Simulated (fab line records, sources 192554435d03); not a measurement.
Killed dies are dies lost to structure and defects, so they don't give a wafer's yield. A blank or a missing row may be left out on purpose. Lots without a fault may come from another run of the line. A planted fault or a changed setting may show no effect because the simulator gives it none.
Which tool did it? | flow n5_finfet | 12 lots, 36 wafers sampled, at 4 steps of a route of 1938

WHAT THE GAUGES READ, wafer by wafer
N5_BEOL_M11_CD_MEAS_28: target cd 70 nm. Usual: cd_nm 70.3 nm, standard deviation 1.1.
lot  | measured     | on        | cd_nm (nm)     | flag
L131 | day 9 22:17  | cd_sem-03 | 70.0 70.3 71.5 |
L132 | day 10 17:49 | cd_sem-02 | 70.4 71.7 68.8 |
L135 | day 11 06:07 | cd_sem-01 | 69.5 70.9 70.3 |
L138 | day 11 19:02 | cd_sem-03 | 66.7 69.3 69.7 |
L139 | day 12 00:55 | cd_sem-03 | 71.2 70.8 69.0 |
L140 | day 12 04:44 | cd_sem-01 | 71.4 71.0 71.6 |
L142 | day 12 20:01 | cd_sem-01 | 72.7 71.4 71.9 |
L143 | day 12 23:11 | cd_sem-03 | 71.5 70.6 70.8 |
L148 | day 14 12:24 | cd_sem-03 | 68.5 71.2 70.4 |
L147 | day 14 12:34 | cd_sem-03 | 69.3 68.5 69.6 |
L150 | day 15 02:56 | cd_sem-01 | 69.7 69.4 68.1 |
L152 | day 15 16:20 | cd_sem-02 | 70.7 72.4 71.0 |

N5_BEOL_M11_INSPECT_30: inspects for defects (brightfield). Usual: raw_defect_count 393, standard deviation 89.
lot  | measured     | on                | raw_defect_count | flag
L131 | day 9 22:20  | defect_inspect-02 | 655 516 557      |
L132 | day 10 17:52 | defect_inspect-02 | 439 430 442      |
L135 | day 11 06:10 | defect_inspect-01 | 258 302 313      |
L138 | day 11 19:05 | defect_inspect-02 | 467 466 381      |
L139 | day 12 00:58 | defect_inspect-02 | 510 403 437      |
L140 | day 12 04:47 | defect_inspect-02 | 265 260 284      |
L142 | day 12 20:04 | defect_inspect-02 | 464 443 373      |
L143 | day 12 23:15 | defect_inspect-02 | 339 331 328      |
L148 | day 14 12:27 | defect_inspect-01 | 353 366 296      |
L147 | day 14 12:37 | defect_inspect-02 | 286 306 371      |
L150 | day 15 03:00 | defect_inspect-02 | 463 330 388      |
L152 | day 15 16:23 | defect_inspect-01 | 421 363 408      |

WHICH TOOL RAN EACH LOT (tool, then ch and the chambers of the sampled wafers, then the start)
lot  | N5_BEOL_M11_PECVD_70            | N5_BEOL_M11_COAT_64
L131 | pecvd-04 ch 0,1,2, day 9 19:13  | litho_track-03 ch 0, day 9 22:02
L132 | pecvd-02 ch 0,1, day 10 14:47   | litho_track-05 ch 0, day 10 17:26
L135 | pecvd-02 ch 0,1, day 11 03:27   | litho_track-05 ch 0, day 11 05:52
L138 | pecvd-04 ch 0,1,2, day 11 15:50 | litho_track-02 ch 0, day 11 18:47
L139 | pecvd-01 ch 0,1,2, day 11 21:50 | litho_track-02 ch 0, day 12 00:32
L140 | pecvd-01 ch 1,2, day 12 00:47   | litho_track-03 ch 0, day 12 04:22
L142 | pecvd-02 ch 1,2, day 12 18:20   | litho_track-02 ch 0, day 12 19:38
L143 | pecvd-01 ch 1,2, day 12 19:40   | litho_track-03 ch 0, day 12 22:57
L148 | pecvd-04 ch 1,2, day 14 06:53   | litho_track-02 ch 0, day 14 12:09
L147 | pecvd-02 ch 0,1,2, day 14 07:43 | litho_track-03 ch 0, day 14 12:10
L150 | pecvd-01 ch 0,1, day 15 00:26   | litho_track-02 ch 0, day 15 02:34
L152 | pecvd-01 ch 1,2, day 15 13:32   | litho_track-02 ch 0, day 15 15:58
- N5_BEOL_M11_PECVD_70: deposits SiO2 from TEOS/O2, target thk 20 nm, time 22.7 s.
- N5_BEOL_M11_COAT_64: time 60 s, resist thk 30 nm.

WHAT THE TOOLS THEMSELVES READ (means of the sampled wafers that have a number; where no wafer has one, the mark that the record gives instead)
N5_BEOL_M11_PECVD_70. Usual: heater_power_w 712 W, standard deviation 100; showerhead_plenum_p_Torr 8.76 Torr, standard deviation 0.061; throttle_valve_pct 23.3 %, standard deviation 1.3.
lot  | tool     | heater_power_w (W) | showerhead_plenum_p_Torr (Torr) | throttle_valve_pct (%) | flag
L131 | pecvd-04 | 637                | 8.73                            | 23.4                   |
L132 | pecvd-02 | 731                | 8.75                            | 23.9                   |
L135 | pecvd-02 | 805                | 8.76                            | 23.3                   |
L138 | pecvd-04 | 633                | 8.74                            | 23.3                   |
L139 | pecvd-01 | 646                | 8.79                            | 23.4                   |
L140 | pecvd-01 | 681                | 8.83                            | 23.4                   |
L142 | pecvd-02 | 795                | 8.75                            | 22.3                   |
L143 | pecvd-01 | 710                | 8.83                            | 23.4                   |
L148 | pecvd-04 | 705                | 8.72                            | 23.9                   |
L147 | pecvd-02 | 809                | 8.74                            | 23.2                   |
L150 | pecvd-01 | 695                | 8.84                            | 24.9                   |
L152 | pecvd-01 | 716                | 8.83                            | 23.5                   |

N5_BEOL_M11_COAT_64. Usual: plate_temp_C 220.02 C, standard deviation 0.16; spin_speed_rpm 1499.9 rpm, standard deviation 1.
lot  | tool           | plate_temp_C (C) | spin_speed_rpm (rpm) | flag
L131 | litho_track-03 | 219.92           | 1500.0               |
L132 | litho_track-05 | 220.26           | 1499.8               |
L135 | litho_track-05 | 220.03           | 1500.3               |
L138 | litho_track-02 | 220.24           | 1500.4               |
L139 | litho_track-02 | 220.12           | 1500.2               |
L140 | litho_track-03 | 220.02           | 1500.0               |
L142 | litho_track-02 | 219.94           | 1501.7               |
L143 | litho_track-03 | 219.83           | 1466.3               | OFF
L148 | litho_track-02 | 219.97           | 1499.9               |
L147 | litho_track-03 | 219.81           | 1465.3               | OFF
L150 | litho_track-02 | 220.09           | 1501.4               |
L152 | litho_track-02 | 219.87           | 1499.6               |

THE ANSWER, worked out from the rows above alone
Rule: a lot is off if the mean of its wafers that have a number lies more than 3 standard deviations from the usual mean. A lot without any number at a reading at which 4 lots or more have one is off too. The other lots that the step has rows for count as sound. The gauges are gone through in route order, then the tools' own readings, and for those a lot's mean is taken as printed above. The first step at which some lot is off is used, and at that step the reading that is off furthest; a lot without a number counts as furthest.
Off: L143, L147, at N5_BEOL_M11_COAT_64 (spin_speed_rpm).
A tool fits if, at that step or a process step before it, it ran every lot that is off, and no sound lot after the first of them. One fits: litho_track-03 at N5_BEOL_M11_COAT_64. Its last sound lot is L140 (day 12 04:22), its first lot that is off L143 (day 12 22:57): a fault that began between those two fits.
The tool's own readings at N5_BEOL_M11_COAT_64 bear it out: on the lots that are off they differ by more than 5 times the standard deviation of the sound lots' means. spin_speed_rpm reads 1465.8 rpm there against 1500.3 rpm on the sound lots.

WHAT THE SIMULATOR HAD PUT IN
Process parameter drift: litho_track-03, from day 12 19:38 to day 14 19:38, at N5_BEOL_M11_COAT_64. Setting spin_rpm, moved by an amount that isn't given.
Lots struck among those shown: L143, L147. The rule above found the same.
